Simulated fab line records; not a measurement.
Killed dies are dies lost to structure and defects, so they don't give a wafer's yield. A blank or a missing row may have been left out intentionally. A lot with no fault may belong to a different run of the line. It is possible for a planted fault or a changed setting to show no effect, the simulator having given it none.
Struck lot and sound lot, side by side ; flow nand-harc ; 15 steps out of a route of 1302
Sound: the wafers L153.1, L153.2, L153.5. Struck: wafer L162.3 (L162.1, L162.6, from the same lot, were not struck and are left out); the cause is given at the end.
Order at every step that has rows: each side's tool, ch and its chambers, its first start. Under that, the readings that differ: sound wafers ; struck wafers ; difference of the means ; sigmas: that difference in standard deviations of wafers without a fault.
alike: readings with means less than 2 such deviations apart, plus words and numbers identical on both sides. not compared: withheld readings, readings lacking a value on some wafer, bounds such as >300 that could conceal the same value, and numbers that have no deviation in the record and whose values overlap.
Wherever a step has rows on one side only, a row that says differs or no value, or a row with sigmas, the two part there. When numbers do not overlap yet have no deviation, they are printed without sigmas and do not part them. Lack of a reading on every wafer of one side parts them only where that side has two or more wafers.

first, 4 steps without rows for these wafers: NHARC_P_M1_EBR_05; NHARC_P_M1_EXPOSE_06 (exposes mask P M1, target cd 130 nm); NHARC_P_M1_PEB_07 (peb time 65 s); NHARC_P_M1_DEVELOP_08 (develop time 35 s).
NHARC_P_M1_CD_MEAS_09 targets a cd of 130 nm.
  sound on cd-sem-02 ch 0, day 8 16:50; struck on cd-sem-03 ch 0, day 12 08:32
  alike: cd-nm
NHARC_P_M1_OVL_MEAS_10: pitch 260 nm.
  sound on overlay-01 at day 8 16:56; struck on overlay-02 at day 12 08:37
  alike: overlay-x-nm, overlay-y-nm
NHARC_P_M1_INSPECT_11:
  sound on defect-inspect-02 at day 8 16:58; struck on defect-inspect-01 at day 12 08:39
reading;sound;struck;difference;sigmas
raw-defect-count;6 2 3;12;+8;+3
NHARC_P_M1_DESCUM_14: chemistry O2, time 3 s.
  sound on rie-diel-13 ch 0,1,3, day 8 17:02; struck on rie-diel-07 ch 3, day 12 08:43
  alike: chamber-pressure-mTorr, drypump-motor-current-A, oes-product-au, rf-vpp-V, showerhead-plenum-p-Torr, throttle-valve-pct
  not compared: rf-hours-counter-h
NHARC_P_M1_ETCH_35: etches the open film in N2/H2, target depth 40 nm, overetch 12 nm, time 43.94 s.
  sound on rie-diel-13 ch 1,2, day 8 17:07; struck on rie-diel-07 ch 0, day 12 09:18
  alike: chamber-pressure-mTorr, drypump-motor-current-A, oes-product-au, rf-fwd-power-W, rf-vpp-V, showerhead-plenum-p-Torr, throttle-valve-pct
  not compared: rf-hours-counter-h
NHARC_P_M1_ETCH_15: etches the open film in C4F8/Ar, target depth 182.5 nm, time 91.2 s.
  sound: rie-diel-13 ch 0,1,3; struck: rie-diel-07 ch 1
reading;sound;struck;difference;sigmas
oes-product-au (a.u.);0.992 0.976 0.956;0.925;-0.050;-2
  alike: chamber-pressure-mTorr, rf-fwd-power-W, rf-vpp-V
  not compared: rf-hours-counter-h
NHARC_P_M1_CD_MEAS_16:
  sound on cd-sem-01 at day 8 17:20; struck on cd-sem-03 at day 12 09:31
  alike: cd-nm
NHARC_P_M1_STRIP_18: strips in N2/H2.
  sound on rie-diel-13 ch 0,2,3, day 8 17:31; struck on rie-diel-04 ch 2, day 12 09:39
  alike: chamber-pressure-mTorr, drypump-motor-current-A, oes-product-au, rf-fwd-power-W, rf-vpp-V, showerhead-plenum-p-Torr, throttle-valve-pct
  not compared: rf-hours-counter-h
NHARC_P_M1_ETCH_28: etches the open film in CF4/N2, target depth 30 nm, time 72.99 s.
  sound on rie-diel-13 ch 0,1, day 8 20:23; struck on rie-diel-04 ch 3, day 12 09:50
reading;sound;struck;difference;sigmas
oes-product-au (a.u.);1.006 0.998 1.007;0.846;-0.158;-16
  alike: chamber-pressure-mTorr, drypump-motor-current-A, rf-fwd-power-W, rf-vpp-V, showerhead-plenum-p-Torr, throttle-valve-pct
  not compared: rf-hours-counter-h
then, 1 step without rows for these wafers: NHARC_P_M1_STRIP_19 (strips in post etch residue remover, time 600 s).
-- break in the record here, with 19 days between the starts of the struck wafers on either side (left off in module P_M1, picked up again in module END, where the first step shown is number 1302 on the route) --
NHARC_END_SORT_01:
  sound on prober-01 ch 0, day 27 19:52; struck on prober-02 ch 0, day 30 22:32
  alike: defect-limited-yield, killed-at-array, killed-at-other, killed-at-periphery, killed-dies, killed-open, killed-short, sort_bin_2_pct, sort_bin_3_pct, sort_bin_4_pct, sort-n-pass, sort-rim-yield-pct, sort-yield-pct

## WHERE THEY PART
At NHARC_P_M1_INSPECT_11 first; at NHARC_P_M1_ETCH_28 last (within this record only). Later steps at which nothing parts them and some readings are alike: NHARC_END_SORT_01.

WHY: whatever the simulator had introduced
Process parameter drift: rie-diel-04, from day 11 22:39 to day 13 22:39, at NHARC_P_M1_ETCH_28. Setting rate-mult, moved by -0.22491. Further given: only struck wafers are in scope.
